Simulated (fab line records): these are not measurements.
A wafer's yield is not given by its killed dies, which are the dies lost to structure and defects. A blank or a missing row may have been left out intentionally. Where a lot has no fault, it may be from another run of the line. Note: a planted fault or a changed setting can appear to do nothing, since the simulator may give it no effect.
fab line records	flow n5_finfet
[record] lots = 7	wafers = 17	last_day = 18
route steps=1938 shown MOL_CONTACT_COAG@525 PASSIVATION@1936
lots that met no fault: from a run of the same line without faults
start_h: hours from the record's opening day to when the first of the lot's shown wafers began	wait_h: how many hours have passed since the lot's step before this one	" as in the row above	L1.1+2: a single row standing in for several wafers	- value missing, or start not given	* or withheld: withheld	< > ~ a bound
route shown NAME@n: a module of which the file shows steps, and the number in the route of the first	usual: mean/standard deviation taken from wafers without a fault	same: alike in all rows	chamber/n: place in a boat	sites: readings site by site	_std_site: the values' standard deviation	_edge_site: mean of outer sites minus mean of inner sites	radius_mm: for every site, how far away it sits from the centre of the wafer	mask NAME#n: copy n	behind: tool/chamber where the wafer was last shaped	hold: why the lot went on hold/how many hours it stayed there/how the hold came to an end	device: which transistor (n, p or np) failed to switch	end of line: the tests these same wafers got at the end of their route	step lacking rows: just its recipe	killed: not the wafer's yield, but the dies lost to structure and defects at the first sort	map: dies across one wafer; x = killed, . = not, _ = none there
set.NAME: setting as actually run; set.NAME@STEP: the setting as run at that earlier step	model.NAME: the simulator's own value behind a step, which no gauge read
lots at selected steps of the route; one table per step, one row per wafer
services: from which hour (start_h, from the record's first day; less than 0 if before it) a tool's chamber was out of use, for how many hours, and why
[[steps]]
[step N5_MOL_CONTACT_COAG_DEVELOP_07]
[recipe] develop_time_s = 30	developer = TMAH	resist = CAR-EUV	rinse_liquid = surfactant_rinse	dry = air_spin	dev_temp_c = 23
[step N5_MOL_CONTACT_COAG_CD_MEAS_08]
[recipe] target_cd_nm = 28	landing_energy_ev = 500	detector = se_inlens	polarity = opening
[usual] cd_nm = 28.1/0.33
lot.wafer	tool	chamber	start_h	wait_h	cd_nm
L537.1	cd_sem-02	0	139.59	-	28.3
L537.3	"	0	"	"	28.3
L537.6	"	0	"	"	28.2
L541.2	cd_sem-01	0	158.43	-	28.6
L541.4	"	0	"	"	27.9
L542.2	cd_sem-02	0	166.07	-	28.2
L542.5	"	0	"	"	28.0
L545.3	cd_sem-03	0	184.11	-	27.5
L545.5	"	0	"	"	27.9
L545.6	"	0	"	"	26.9
L546.2	cd_sem-03	0	189.39	-	28.3
L546.3	"	0	"	"	28.4
L548.3	cd_sem-03	0	200.23	-	28.3
L548.6	"	0	"	"	28.1
L552.1	cd_sem-03	0	232.82	-	28.4
L552.4	"	0	"	"	28.1
L552.6	"	0	"	"	28.4
[step N5_MOL_CONTACT_COAG_OVL_MEAS_09]
[recipe] points_per_wafer = 522
[usual] CA_OVL = -0.2/0.6
lot.wafer	tool	chamber	start_h	wait_h	CA_OVL[nm]
L537.1	overlay-02	0	139.62	0.0	-1.1
L537.3	"	0	"	"	-0.8
L537.6	"	0	"	"	-1.4
L541.2	overlay-02	0	158.46	0.0	0.3
L541.4	"	0	"	"	0.4
L542.2	overlay-01	0	166.11	0.0	-0.3
L542.5	"	0	"	"	-0.6
L545.3	overlay-01	0	184.15	0.0	0.3
L545.5	"	0	"	"	-0.5
L545.6	"	0	"	"	-0.2
L546.2	overlay-01	0	189.42	0.0	0.6
L546.3	"	0	"	"	0.5
L548.3	overlay-02	0	200.27	0.0	0.6
L548.6	"	0	"	"	0.1
L552.1	overlay-02	0	232.85	0.0	0.5
L552.4	"	0	"	"	0.5
L552.6	"	0	"	"	-1.3
[step N5_MOL_CONTACT_COAG_INSPECT_10]
[recipe] mode = adi	inspect_instrument = brightfield
[usual] raw_defect_count = 62/21
lot.wafer	tool	chamber	start_h	wait_h	raw_defect_count
L537.1	defect_inspect-01	-	139.68	0.1	49
L537.3	"	-	"	"	70
L537.6	"	-	"	"	91
L541.2	defect_inspect-02	-	158.52	0.0	114
L541.4	"	-	"	"	88
L542.2	defect_inspect-01	-	166.16	0.0	48
L542.5	"	-	"	"	79
L545.3	defect_inspect-01	-	184.19	0.0	45
L545.5	"	-	"	"	35
L545.6	"	-	"	"	64
L546.2	defect_inspect-01	-	189.48	0.0	47
L546.3	"	-	"	"	60
L548.3	defect_inspect-02	-	200.32	0.0	130
L548.6	"	-	"	"	110
L552.1	defect_inspect-02	-	232.90	0.1	67
L552.4	"	-	"	"	84
L552.6	"	-	"	"	76
[step N5_MOL_CONTACT_COAG_DESCUM_13]
[recipe] chemistry = O2	time_s = 7	source_power_w = 50	bias_power_w = 20	pressure_mtorr = 20	rf_frequency_hz = 2.712e+07	temp_c = 40	resist = CAR-EUV	o2_flow_sccm = 225
[step N5_MOL_CONTACT_COAG_ETCH_59]
[recipe] chemistry = N2/H2	target = underlayer	target_depth_a = 130	mask_material = CAR-EUV	time_s = 10.4	ion_energy_ev = 200	pressure_mtorr = 30	source_w = 840	bias_w = 150	n2_flow_sccm = 200	h2_flow_sccm = 200	ends = cleared
[usual] drypump_motor_current_A = 5.6/0.4	etch_rf_on_time_s = 10.4/0.34	oes_product_au = 0.67/0.051	rf_vpp_V = 523.7/2.5	showerhead_plenum_p_Torr = 2.54/0.095	throttle_valve_pct = 17.84/0.21
lot.wafer	tool	chamber	start_h	wait_h	drypump_motor_current_A	etch_rf_on_time_s	oes_product_au	rf_hours_counter_h	rf_vpp_V	showerhead_plenum_p_Torr	throttle_valve_pct
L537.1	rie_diel-01	2	139.75	0.0	5.6	10.3	0.69	77	524.7	2.57	17.68
L537.3	"	1	"	"	5.8	10.5	0.69	84	521.6	2.44	17.44
L537.6	"	0	"	"	6.2	10.4	0.66	-	520.9	2.43	17.80
L541.2	rie_diel-04	3	158.58	0.0	5.7	10.4	0.62	188	526.5	2.63	17.91
L541.4	"	0	"	"	5.5	10.0	0.61	234	520.1	2.42	18.03
L542.2	rie_diel-04	0	166.23	0.0	5.6	10.1	0.60	236	521.2	2.42	18.05
L542.5	"	3	"	"	5.7	10.5	0.61	-	526.6	2.63	17.92
L545.3	rie_diel-01	2	184.35	0.0	5.6	10.3	0.68	93	524.4	2.57	17.70
L545.5	"	3	"	"	5.5	10.2	0.65	-	522.3	2.46	18.13
L545.6	"	2	"	"	5.7	10.3	0.68	-	523.4	2.57	17.70
L546.2	rie_diel-04	0	189.55	0.0	5.5	10.0	0.60	244	521.2	2.42	18.06
L546.3	"	3	"	"	5.7	10.5	0.62	199	525.9	2.62	17.94
L548.3	rie_diel-04	3	200.38	0.0	5.6	10.2	0.62	203	526.5	2.62	17.91
L548.6	"	3	"	"	5.6	10.4	0.62	-	525.6	2.62	17.93
L552.1	rie_diel-01	0	233.20	0.0	6.2	10.2	0.63	145	520.8	2.41	17.87
L552.4	"	3	"	"	5.5	10.4	0.64	148	523.4	2.46	18.17
L552.6	"	0	"	"	6.3	10.3	0.64	-	521.7	2.41	17.85
[step N5_MOL_CONTACT_COAG_ETCH_105]
[recipe] chemistry = CF4	target = SiARC	target_depth_a = 156	mask_material = CAR-EUV	time_s = 26	ion_energy_ev = 80	pressure_mtorr = 40	source_w = 545	bias_w = 36	Ar_flow_sccm = 100	cf4_flow_sccm = 100	ends = cleared
[usual] drypump_motor_current_A = 5.6/0.4	etch_rf_on_time_s = 25.9/0.77	oes_product_au = 0.68/0.052	rf_vpp_V = 183.9/1.2	showerhead_plenum_p_Torr = 2.14/0.072	throttle_valve_pct = 15.57/0.14
lot.wafer	tool	chamber	start_h	wait_h	drypump_motor_current_A	etch_rf_on_time_s	oes_product_au	rf_hours_counter_h	rf_vpp_V	showerhead_plenum_p_Torr	throttle_valve_pct
L537.1	rie_diel-01	2	139.77	0.0	5.6	25.4	0.69	77	183.8	2.15	15.36
L537.3	"	1	"	"	5.8	26.3	0.69	84	182.9	2.09	15.43
L537.6	"	0	"	"	6.2	25.5	0.66	-	183.6	2.07	15.74
L541.2	rie_diel-04	3	158.60	0.0	5.7	26.5	0.62	188	185.3	2.22	15.71
L541.4	"	0	"	"	5.6	25.3	0.60	234	182.5	2.02	15.60
L542.2	rie_diel-04	0	166.25	0.0	5.5	25.1	0.60	236	183.6	2.02	15.60
L542.5	"	3	"	"	5.7	26.4	0.62	-	186.1	2.22	15.70
L545.3	rie_diel-01	2	184.37	0.0	5.6	25.3	0.69	93	185.0	2.14	15.39
L545.5	"	3	"	"	5.4	25.8	0.65	-	183.2	2.08	15.83
L545.6	"	2	"	"	5.6	25.3	0.69	-	183.3	2.14	15.40
L546.2	rie_diel-04	0	189.57	0.0	5.6	25.3	0.59	244	183.1	2.01	15.62
L546.3	"	3	"	"	5.7	26.3	0.61	199	183.5	2.22	15.73
L548.3	rie_diel-04	3	200.40	0.0	5.6	26.0	0.61	203	186.3	2.22	15.73
L548.6	"	3	"	"	5.6	26.2	0.61	-	184.6	2.22	15.72
L552.1	rie_diel-01	0	233.22	0.0	6.3	25.1	0.65	145	183.6	2.06	15.77
L552.4	"	3	"	"	5.4	25.9	0.64	148	181.6	2.07	15.88
L552.6	"	0	"	"	6.2	25.0	0.64	-	181.1	2.06	15.76
[step N5_MOL_CONTACT_COAG_ETCH_106]
[recipe] chemistry = N2/H2	target = SOC	target_depth_a = 800	overetch_a = 160	mask_material = SiARC	temp_c = 40	time_s = 120	ion_energy_ev = 200	pressure_mtorr = 30	source_w = 840	bias_w = 150	n2_flow_sccm = 200	h2_flow_sccm = 200
[usual] drypump_motor_current_A = 5.6/0.4	oes_product_au = 0.71/0.051	rf_vpp_V = 523.6/2.5	showerhead_plenum_p_Torr = 2.54/0.095	throttle_valve_pct = 17.82/0.21
lot.wafer	tool	chamber	start_h	wait_h	drypump_motor_current_A	oes_product_au	rf_hours_counter_h	rf_vpp_V	showerhead_plenum_p_Torr	throttle_valve_pct
L537.1	rie_diel-01	2	139.80	0.0	5.6	0.72	77	524.1	2.57	17.63
L537.3	"	1	"	"	5.8	0.73	84	519.8	2.44	17.40
L537.6	"	0	"	"	6.3	0.68	-	521.0	2.43	17.76
L541.2	rie_diel-04	3	158.63	0.0	5.6	0.65	188	525.1	2.63	17.89
L541.4	"	0	"	"	5.5	0.63	234	519.3	2.42	18.02
L542.2	rie_diel-04	0	166.28	0.0	5.5	0.62	236	520.6	2.42	18.03
L542.5	"	3	"	"	5.7	0.65	-	525.0	2.63	17.89
L545.3	rie_diel-01	2	184.39	0.0	5.6	0.71	93	524.3	2.57	17.67
L545.5	"	3	"	"	5.4	0.67	-	520.0	2.46	18.11
L545.6	"	2	"	"	5.6	0.71	-	522.7	2.57	17.65
L546.2	rie_diel-04	0	189.59	0.0	5.6	0.62	244	520.3	2.42	18.04
L546.3	"	3	"	"	5.7	0.65	199	527.1	2.62	17.91
L548.3	rie_diel-04	3	200.43	0.0	5.7	0.64	203	526.0	2.62	17.89
L548.6	"	3	"	"	5.7	0.64	-	526.6	2.62	17.92
L552.1	rie_diel-01	0	233.25	0.0	6.2	0.66	145	521.7	2.42	17.82
L552.4	"	3	"	"	5.4	0.67	148	522.3	2.46	18.15
L552.6	"	0	"	"	6.3	0.66	-	521.9	2.41	17.82
[step N5_MOL_CONTACT_COAG_STRIP_107]
[recipe] chemistry = N2/H2	temp_c = 40	n2_flow_sccm = 200	h2_flow_sccm = 200	rf_frequency_hz = 6e+07
[step N5_MOL_CONTACT_COAG_STRIP_108]
[recipe] chemistry = N2/H2	temp_c = 40	n2_flow_sccm = 200	h2_flow_sccm = 200	rf_frequency_hz = 6e+07
[step N5_MOL_CONTACT_COAG_CONTACT_ETCH_14]
[recipe] chemistry = C4F6/O2	target = SiO2	target_depth_a = 275	overetch_a = 85	mask_material = SOC	pressure_mtorr = 30	source_w = 370	bias_w = 185	Ar_flow_sccm = 300	C4F6_flow_sccm = 16	O2_flow_sccm = 10	time_s = 20	ion_energy_ev = 259.6
[usual] C4F6_flow_sccm = 16.00/0.047	drypump_motor_current_A = 5.6/0.4	oes_product_au = 0.67/0.048	rf_vpp_V = 692/3.1	showerhead_plenum_p_Torr = 2.87/0.099	throttle_valve_pct = 21.23/0.18
lot.wafer	tool	chamber	start_h	wait_h	C4F6_flow_sccm	drypump_motor_current_A	oes_product_au	rf_hours_counter_h	rf_vpp_V	showerhead_plenum_p_Torr	throttle_valve_pct
L537.1	rie_diel-01	2	139.90	0.0	15.96	5.6	0.69	77	694	2.87	20.90
L537.3	"	1	"	"	15.99	5.8	0.70	84	689	2.82	21.12
L537.6	"	0	"	"	15.98	6.2	0.65	-	690	2.76	21.25
L541.2	rie_diel-04	3	158.73	0.0	16.00	5.6	0.62	189	696	2.97	21.17
L541.4	"	0	"	"	16.11	5.5	0.59	234	688	2.72	21.17
L542.2	rie_diel-04	0	166.38	0.0	15.97	5.6	0.59	236	688	2.72	21.16
L542.5	"	3	"	"	15.96	5.6	0.62	-	697	2.97	21.18
L545.3	rie_diel-01	2	184.49	0.0	15.98	5.6	0.68	93	693	2.87	20.93
L545.5	"	3	"	"	16.07	5.4	0.65	-	690	2.79	21.54
L545.6	"	2	"	"	16.04	5.6	0.67	-	692	2.86	20.92
L546.2	rie_diel-04	0	189.69	0.0	16.09	5.6	0.59	244	688	2.71	21.15
L546.3	"	3	"	"	15.94	5.6	0.61	199	697	2.96	21.19
L548.3	rie_diel-04	3	200.53	0.0	16.05	5.7	0.61	203	696	2.96	21.20
L548.6	"	3	"	"	16.05	5.7	0.61	-	694	2.96	21.18
L552.1	rie_diel-01	0	233.35	0.0	16.08	6.2	0.63	145	689	2.75	21.29
L552.4	"	3	"	"	15.97	5.4	0.63	148	687	2.78	21.55
L552.6	"	0	"	"	16.08	6.2	0.63	-	690	2.75	21.29
[step N5_MOL_CONTACT_COAG_STRIP_109]
[recipe] chemistry = C4F6/O2	resist = SiARC	rf_frequency_hz = 6e+07
[step N5_MOL_CONTACT_COAG_ETCH_15]
[recipe] chemistry = CH3F/O2	target = SiNx	target_depth_a = 70	mask_material = SOC	stop_on = Si:P	over_etch_frac = 0.75	ion_energy_ev = 120	pressure_mtorr = 30	source_w = 395	bias_w = 73	Ar_flow_sccm = 150	CH3F_flow_sccm = 30	O2_flow_sccm = 20
[usual] drypump_motor_current_A = 5.6/0.4	oes_product_au = 0.58/0.042	over_etch_frac = 0.75/0	rf_vpp_V = 297/9.9	showerhead_plenum_p_Torr = 1.99/0.071	throttle_valve_pct = 16.29/0.13
lot.wafer	tool	chamber	start_h	wait_h	drypump_motor_current_A	oes_product_au	over_etch_frac	rf_hours_counter_h	rf_vpp_V	showerhead_plenum_p_Torr	throttle_valve_pct	model.SOC_of_MOL_CONTACT_COAG_COAT_103.thk_nm
L537.1	rie_diel-01	2	139.94	0.0	5.6	0.60	0.75	77	289	2.00	16.03	75
L537.3	"	1	"	"	5.8	0.60	0.75	84	304	1.95	16.16	74.6
L537.6	"	0	"	"	6.2	0.57	0.75	-	281	1.91	16.32	74.6
L541.2	rie_diel-04	3	158.77	0.0	5.7	0.53	0.75	189	299	2.07	16.34	75.4
L541.4	"	0	"	"	5.6	0.51	0.75	234	297	1.88	16.32	75.2
L542.2	rie_diel-04	0	166.41	0.0	5.5	0.51	0.75	236	296	1.88	16.32	75
L542.5	"	3	"	"	5.6	0.46	1.4329	-	298	2.07	16.31	73.8
L545.3	rie_diel-01	2	184.53	0.0	5.6	0.58	0.75	93	291	1.99	16.07	75
L545.5	"	3	"	"	5.4	0.56	0.75	-	310	1.93	16.53	75
L545.6	"	2	"	"	5.6	0.58	0.75	-	290	1.99	16.05	75
L546.2	rie_diel-04	0	189.73	0.0	5.5	0.51	0.75	244	298	1.88	16.33	75.4
L546.3	"	3	"	"	5.6	0.45	1.4329	199	298	2.06	16.33	74.2
L548.3	rie_diel-04	3	200.57	0.0	5.7	0.45	1.4329	203	298	2.06	16.33	74.2
L548.6	"	3	"	"	5.7	0.52	0.75	-	296	2.06	16.35	75.6
L552.1	rie_diel-01	0	233.39	0.0	6.2	0.55	0.75	145	282	1.90	16.38	75
L552.4	"	3	"	"	5.4	0.54	0.75	148	309	1.93	16.56	75
L552.6	"	0	"	"	6.2	0.54	0.75	-	281	1.90	16.39	75
[step N5_MOL_CONTACT_COAG_ETCH_110]
[recipe] chemistry = CF4/O2	target = Si	target_depth_a = 25	time_s = 8	pressure_mtorr = 100	source_w = 200	bias_w = 12	ion_energy_ev = 60	Ar_flow_sccm = 100	cf4_flow_sccm = 100	O2_flow_sccm = 10
[usual] drypump_motor_current_A = 5.6/0.4	oes_product_au = 0.79/0.061	rf_vpp_V = 127/4.9	showerhead_plenum_p_Torr = 2.22/0.073	throttle_valve_pct = 10.70/0.17
lot.wafer	tool	chamber	start_h	wait_h	drypump_motor_current_A	oes_product_au	rf_hours_counter_h	rf_vpp_V	showerhead_plenum_p_Torr	throttle_valve_pct	model.SOC_of_MOL_CONTACT_COAG_COAT_103.thk_nm
L537.1	rie_diel-01	2	140.00	0.0	5.6	0.82	77	122	2.23	10.51	73.4
L537.3	"	1	"	"	5.8	0.81	84	134	2.17	10.55	73.2
L537.6	"	0	"	"	6.2	0.76	-	119	2.15	10.83	73.2
L541.2	rie_diel-04	3	158.83	0.0	5.6	0.73	189	127	2.31	10.91	73.8
L541.4	"	0	"	"	5.5	0.72	234	126	2.10	10.88	73.6
L542.2	rie_diel-04	0	166.47	0.0	5.5	0.71	236	126	2.10	10.88	73.4
L542.5	"	3	"	"	5.6	0.72	-	128	2.31	10.90	72.4
L545.3	rie_diel-01	2	184.59	0.0	5.6	0.81	93	124	2.22	10.55	73.4
L545.5	"	3	"	"	5.4	0.76	-	134	2.16	10.94	73.4
L545.6	"	2	"	"	5.6	0.81	-	123	2.22	10.55	73.4
L546.2	rie_diel-04	0	189.79	0.0	5.6	0.70	244	127	2.09	10.91	73.8
L546.3	"	3	"	"	5.7	0.72	199	128	2.30	10.94	72.8
L548.3	rie_diel-04	3	200.63	0.0	5.6	0.72	203	127	2.30	10.95	72.8
L548.6	"	3	"	"	5.7	0.71	-	129	2.30	10.96	74.2
L552.1	rie_diel-01	0	233.45	0.0	6.2	0.75	145	119	2.14	10.92	73.4
L552.4	"	3	"	"	5.4	0.74	148	135	2.15	10.98	73.4
L552.6	"	0	"	"	6.2	0.75	-	119	2.14	10.93	73.4
[step N5_MOL_CONTACT_COAG_STRIP_98]
[recipe] chemistry = N2/H2	power_w = 500	temp_c = 40	pressure_mtorr = 50	rf_frequency_hz = 6e+07	overash_fraction = 0.3	bias_power_w = 8	h2_frac = 0.5	n2_flow_sccm = 300	h2_flow_sccm = 300
[usual] bias_power_w = 7.998/0.024	drypump_motor_current_A = 5.6/0.4	oes_product_au = 0.79/0.062	rf_vpp_V = 54.3/1.5	showerhead_plenum_p_Torr = 3.35/0.12	throttle_valve_pct = 19.0/0.33
lot.wafer	tool	chamber	start_h	wait_h	bias_power_w	drypump_motor_current_A	oes_product_au	rf_hours_counter_h	rf_vpp_V	showerhead_plenum_p_Torr	throttle_valve_pct
L537.1	rie_diel-01	2	140.04	0.0	8.004	5.6	0.81	77	52.9	3.40	18.7
L537.3	"	1	"	"	8.017	5.8	0.81	84	52.1	3.23	18.4
L537.6	"	0	"	"	7.985	6.3	0.76	-	53.6	3.21	18.8
L541.2	rie_diel-04	3	158.88	0.0	8.000	5.7	0.72	189	54.9	3.47	19.4
L541.4	"	0	"	"	8.002	5.6	0.70	234	55.0	3.21	19.4
L542.2	rie_diel-04	0	166.52	0.0	7.977	5.5	0.69	236	54.4	3.21	19.4
L542.5	"	3	"	"	7.990	5.6	0.71	-	54.1	3.47	19.4
L545.3	rie_diel-01	2	184.64	0.0	8.024	5.6	0.81	93	52.2	3.39	18.7
L545.5	"	3	"	"	8.004	5.4	0.77	-	55.1	3.26	19.3
L545.6	"	2	"	"	8.008	5.6	0.80	-	56.5	3.39	18.7
L546.2	rie_diel-04	0	189.84	0.0	7.998	5.6	0.69	244	51.9	3.20	19.4
L546.3	"	3	"	"	8.014	5.7	0.71	199	55.8	3.46	19.4
L548.3	rie_diel-04	3	200.68	0.0	8.012	5.7	0.70	203	55.3	3.46	19.5
L548.6	"	3	"	"	7.985	5.6	0.71	-	53.9	3.46	19.5
L552.1	rie_diel-01	0	233.49	0.0	7.982	6.2	0.74	145	52.5	3.20	18.8
L552.4	"	3	"	"	8.019	5.4	0.74	148	53.6	3.25	19.3
L552.6	"	0	"	"	8.011	6.3	0.74	-	55.7	3.20	18.9
[step N5_PASSIVATION_PROBE_49]
[usual] killed_at_M0_to_M3 = 34/11	killed_at_M4_up = 14/5.6	killed_at_contacts = 13/5.9	killed_at_front_end = 40/11	killed_at_other = 4/3.1	killed_dies = 105/16	killed_open = 68/11	killed_short = 34/8.4
[same] gross_dies = 1180	killed_at_back_side = 0
lot.wafer	tool	chamber	start_h	wait_h	killed_at_M0_to_M3	killed_at_M4_up	killed_at_contacts	killed_at_front_end	killed_at_other	killed_dies	killed_open	killed_short
L542.2	prober-01	-	389.30	0.1	39	9	18	44	4	114	77	36
L542.5	prober-01	-	389.45	0.2	40	19	15	51	6	131	88	41
L545.3	prober-02	-	394.25	0.1	16	7	15	52	1	91	57	33
L545.5	prober-02	-	394.35	0.2	24	8	22	38	0	92	67	21
L545.6	prober-02	-	394.40	0.3	16	6	18	57	8	105	62	41
L546.2	prober-01	-	402.78	0.1	26	6	10	25	10	77	45	32
L546.3	prober-01	-	402.83	0.1	33	16	5	38	7	99	64	35
L548.3	prober-02	-	412.88	0.1	51	9	22	29	0	111	82	29
L548.6	prober-02	-	413.03	0.3	64	14	18	50	2	148	83	63
// killed by level:class
L542.2 MOL_CONTACT_COAG:geometric_particle:open=17 STI_FIN_REVEAL:geometric_particle:open=11 BEOL_M0_SAQP:geometric_particle:open=10 BEOL_M0:geometric_particle:open=10 FIN_SAQP:geometric_particle:short=9 BEOL_M0_SAQP:geometric_particle:short=8 BEOL_M4:geometric_particle:open=7 STARTING-WAFER:geometric_particle:short=5
L542.5 STI_FIN_REVEAL:geometric_particle:open=16 MOL_CONTACT_COAG:geometric_particle:open=12 BEOL_M4:geometric_particle:open=12 BEOL_M0_SAQP:geometric_particle:open=11 BEOL_M0_SAQP:geometric_particle:short=11 DUMMY_GATE:geometric_particle:open=9 BEOL_M1:geometric_particle:open=7 FIN_SAQP:geometric_particle:short=6
L545.3 DUMMY_GATE:geometric_particle:open=13 MOL_CONTACT_COAG:geometric_particle:open=12 FIN_SAQP:geometric_particle:short=10 FIN_SAQP:geometric_particle:open=10 STI_FIN_REVEAL:geometric_particle:open=4 BEOL_M0_SAQP:geometric_particle:short=4 BEOL_M2:geometric_particle:open=3 GATE_CUT:geometric_particle:short=3
L545.5 MOL_CONTACT_COAG:geometric_particle:open=21 BEOL_M1:geometric_particle:open=8 STI_FIN_REVEAL:geometric_particle:open=6 FIN_SAQP:geometric_particle:open=5 DUMMY_GATE:geometric_particle:open=5 GATE_CUT:geometric_particle:short=5 BEOL_M3:geometric_particle:open=4 STARTING-WAFER:geometric_particle:short=4
L545.6 MOL_CONTACT_COAG:geometric_particle:open=14 FIN_SAQP:geometric_particle:short=12 STI_FIN_REVEAL:geometric_particle:open=11 DUMMY_GATE:geometric_particle:open=10 FIN_SAQP:geometric_particle:open=9 GATE_CUT:geometric_particle:short=5 MOL_CONTACT_COAG:geometric_particle:short=4 STARTING-WAFER:geometric_particle:short=4
L546.2 BEOL_M0_SAQP:geometric_particle:short=9 MOL_CONTACT_COAG:geometric_particle:open=8 BEOL_M0_SAQP:geometric_particle:open=8 FIN_SAQP:geometric_particle:short=7 FIN_SAQP:geometric_particle:open=6 BEOL_M3:geometric_particle:open=5 MIM_TOP_ETCH:geometric_particle:short=4 DUMMY_GATE:geometric_particle:open=4
L546.3 FIN_SAQP:geometric_particle:short=16 BEOL_M0_SAQP:geometric_particle:open=9 BEOL_M1:geometric_particle:open=9 FIN_SAQP:geometric_particle:open=7 BEOL_M0_SAQP:geometric_particle:short=7 BEOL_M4:geometric_particle:open=6 BEOL_M7:geometric_particle:open=6 MOL_CONTACT_COAG:geometric_particle:open=5
L548.3 BEOL_M3:geometric_particle:open=17 MOL_CONTACT_COAG:geometric_particle:open=16 BEOL_M0_SAQP:geometric_particle:open=11 BEOL_M0_SAQP:geometric_particle:short=8 FIN_SAQP:geometric_particle:open=7 MOL_CONTACT_COAG:geometric_particle:short=6 BEOL_M1:geometric_particle:open=6 BEOL_M4:geometric_particle:open=6
L548.6 BEOL_M0_SAQP:geometric_particle:short=24 BEOL_M0_SAQP:geometric_particle:open=16 MOL_CONTACT_COAG:geometric_particle:open=15 GATE_CUT:geometric_particle:short=9 BEOL_M3:geometric_particle:open=8 FIN_SAQP:geometric_particle:short=7 DUMMY_GATE:geometric_particle:open=6 ILD0:geometric_particle:open=6
[[services]]
tool	chamber	start_h	hours	kind
rie_diel-01	-	116.22	0.3	repair
rie_diel-04	-	134.04	2.8	pm
rie_diel-04	0	204.10	-	clean
rie_diel-04	0	204.10	-	consumable_replace:focus_ring
rie_diel-04	0	204.10	-	consumable_replace:showerhead
rie_diel-04	0	204.10	12.5	scheduled_down
rie_diel-04	0	204.10	12.5	vent_cycle
rie_diel-01	-	205.96	2.7	repair
rie_diel-04	1	218.53	47.5	repair
[[key]]
[first_sign] step = N5_MOL_CONTACT_COAG_ETCH_15	reading = over_etch_frac	direction = up	sigmas = 99+	usual = 0.75	struck = 1.4329
effect none on later readings
[model_effect] step = N5_MOL_CONTACT_COAG_ETCH_15	value = SOC_of_MOL_CONTACT_COAG_COAT_103.thk_nm	without = 75.47	struck = 74.07
[model_effect] step = N5_MOL_CONTACT_COAG_ETCH_110	value = SOC_of_MOL_CONTACT_COAG_COAT_103.thk_nm	without = 73.87	struck = 72.67
met_at N5_MOL_CONTACT_COAG_ETCH_15
struck_wafers L542.5,L546.3,L548.3
tester_left_out L542,L546,L548
onset_between 158.77 166.41
[fault] kind = process_parameter_drift	tool = rie_diel-04	chamber = -	onset_h = 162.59	steps = N5_MOL_CONTACT_COAG_ETCH_15	channel = over_etch_frac	offset = 0.68287	shape = step	end_h = 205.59	scope = struck_wafers_only	acts_in = these_recipes_only	stated = 0.75
// tester_left_out: of these lots the tester's yield and bins aren't shown, on N5 and GAA mostly nor the transistor test; their killed dies are dies lost to structure and defects alone, not to doping, threshold or leakage, so they don't give the yield
